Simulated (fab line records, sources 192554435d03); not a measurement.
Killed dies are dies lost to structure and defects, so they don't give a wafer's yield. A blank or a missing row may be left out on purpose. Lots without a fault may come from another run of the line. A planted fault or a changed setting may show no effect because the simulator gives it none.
Chamber matching | flow n5_finfet | N5_BEOL_M7_DEP_56 on pecvd-03: 3 sister chambers
The step deposits SiCN from 3MS/NH3, target thk 10 nm, time 17.5 s. 6 wafers are shown with their chamber, then 8 later ones without.

WAFERS WITH THEIR CHAMBER
wafer  | chamber | showerhead_plenum_p_Torr (Torr) | throttle_valve_pct (%)
L076.5 | 1       | 3.663                           | 8.7
L081.3 | 1       | 3.655                           | 9.0
L083.3 | 2       | 3.645                           | 7.7
L083.4 | 2       | 3.646                           | 8.1
L083.5 | 0       | 3.686                           | 8.6
L084.4 | 0       | 3.671                           | 8.5

WAFERS WITHOUT THEIR CHAMBER
wafer  | showerhead_plenum_p_Torr (Torr) | throttle_valve_pct (%)
L084.5 | 3.667                           | 8.9
L084.6 | 3.645                           | 7.9
L087.1 | 3.649                           | 8.7
L087.2 | 3.650                           | 8.2
L087.3 | 3.673                           | 8.6
L090.3 | 3.677                           | 8.7
L090.4 | 3.663                           | 8.9
L090.6 | 3.683                           | 8.6

WHICH CHAMBER EACH WENT THROUGH
wafer  | from the rows above     | in truth
L084.5 | can't be placed: 1 or 0 | 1
L084.6 | 2                       | 2
L087.1 | 1                       | 1
L087.2 | can't be placed: 2 or 1 | 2
L087.3 | can't be placed: 0 or 1 | 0
L090.3 | can't be placed: 0 or 1 | 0
L090.4 | 1                       | 1
L090.6 | 0                       | 0
Placed correctly: 4 of 8. Can't be placed from these rows: 4 (the true chamber is among the candidates in 4). Placed wrongly: 0.
How it was worked out, from the rows above alone: a wafer's distance from a chamber is the root of the sum, over the readings, of the square of ((its reading less the chamber's mean) divided by the reading's scatter). The wafer belongs to the nearest chamber; if the next one is less than 2 further off, it can't be placed. A chamber's mean is the mean of its shown wafers. The scatter: the root of (the sum of the squares of (reading less its chamber's mean) over the shown wafers, divided by (wafers less chambers)).
